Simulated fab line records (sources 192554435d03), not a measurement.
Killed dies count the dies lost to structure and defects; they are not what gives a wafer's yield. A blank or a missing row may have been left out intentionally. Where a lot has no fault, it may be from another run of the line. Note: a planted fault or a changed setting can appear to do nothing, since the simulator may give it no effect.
One fault seen from 2 desks + flow n5 finfet + only its own numbers are on each desk; what lay behind them is given at the end

## DESK OF THE TOOL OWNER: rie diel-06
The tool's own readings at N5_BEOL_M12_ETCH_59 (etches BARC in N2/H2, target depth 89 nm, overetch 26.7 nm, time 67.9 s): means of the sampled wafers that have a number, for each lot that ran on this tool. A lot is out of limits, marked OUT, if its mean lies more than 4 standard deviations from the usual mean; the brackets give that distance.
Columns: A = bias w at N5_BEOL_M12_ETCH_59, usual 150.1 W; B = drypump motor current A at N5_BEOL_M12_ETCH_59, usual 5.5 A; C = oes product au at N5_BEOL_M12_ETCH_59, usual 0.66 a.u.; D = rf vpp V at N5_BEOL_M12_ETCH_59, usual 524.2 V; E = showerhead plenum p Torr at N5_BEOL_M12_ETCH_59, usual 2.55 Torr; F = throttle valve pct at N5_BEOL_M12_ETCH_59, usual 17.98 %
| lot  | first seen here | A               | B   | C    | D                | E    | F     |
|------|-----------------|-----------------|-----|------|------------------|------|-------|
| L881 | day 11 03:23    | 150.4           | 5.1 | 0.62 | 521.4            | 2.45 | 17.95 |
| L882 | day 11 14:46    | 149.6           | 5.2 | 0.61 | 523.0            | 2.48 | 18.10 |
| L890 | day 13 12:43    | 140.3 (-21) OUT | 5.2 | 0.60 | 501.3 (-7.9) OUT | 2.48 | 18.13 |
This desk finds L890 out of limits, L890 being first, at day 13 12:43 (bias w at N5_BEOL_M12_ETCH_59). In limits: L881, L882.

## THE METROLOGY DESK
What the gauges read, lot by lot, whatever tool the lot ran on: means of the sampled wafers that have a number. A lot is out of limits, marked OUT, if its mean lies more than 4 standard deviations from the usual mean; the brackets give that distance.
Columns: A = cd nm at N5_BEOL_M12_CD_MEAS_17, usual 141.1 nm
| lot  | first seen here | A     |
|------|-----------------|-------|
| L879 | day 10 17:58    | 140.9 |
| L880 | day 11 00:19    | 141.1 |
| L881 | day 11 03:51    | 138.7 |
| L883 | day 11 13:49    | 140.8 |
| L882 | day 11 15:14    | 138.7 |
| L884 | day 11 22:50    | 142.4 |
| L890 | day 13 13:19    | 141.1 |
| L894 | day 14 16:22    | 139.5 |
| L897 | day 15 10:32    | 141.8 |
| L900 | day 16 05:16    | 137.5 |
| L899 | day 16 08:37    | 140.2 |
Result from this desk: across the 11 lots, nothing is out of limits.

## ALL TOGETHER
The tool owner's desk could have raised an alarm at day 13 12:43, on L890.
Metrology desk: nothing out of limits seen.
The metrology desk holds a record of L890, inside its limits.
The lots listed all ran N5_BEOL_M12_ETCH_59 on rie diel-06.

## WHAT WAS PUT IN BY THE SIMULATOR
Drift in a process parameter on rie diel-06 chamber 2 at N5_BEOL_M12_ETCH_59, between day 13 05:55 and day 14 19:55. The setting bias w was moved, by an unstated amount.
Struck lots among those shown: L890.
Time in hours from fault onset to the first out-of-limits reading at each desk: the tool owner's desk, 7.
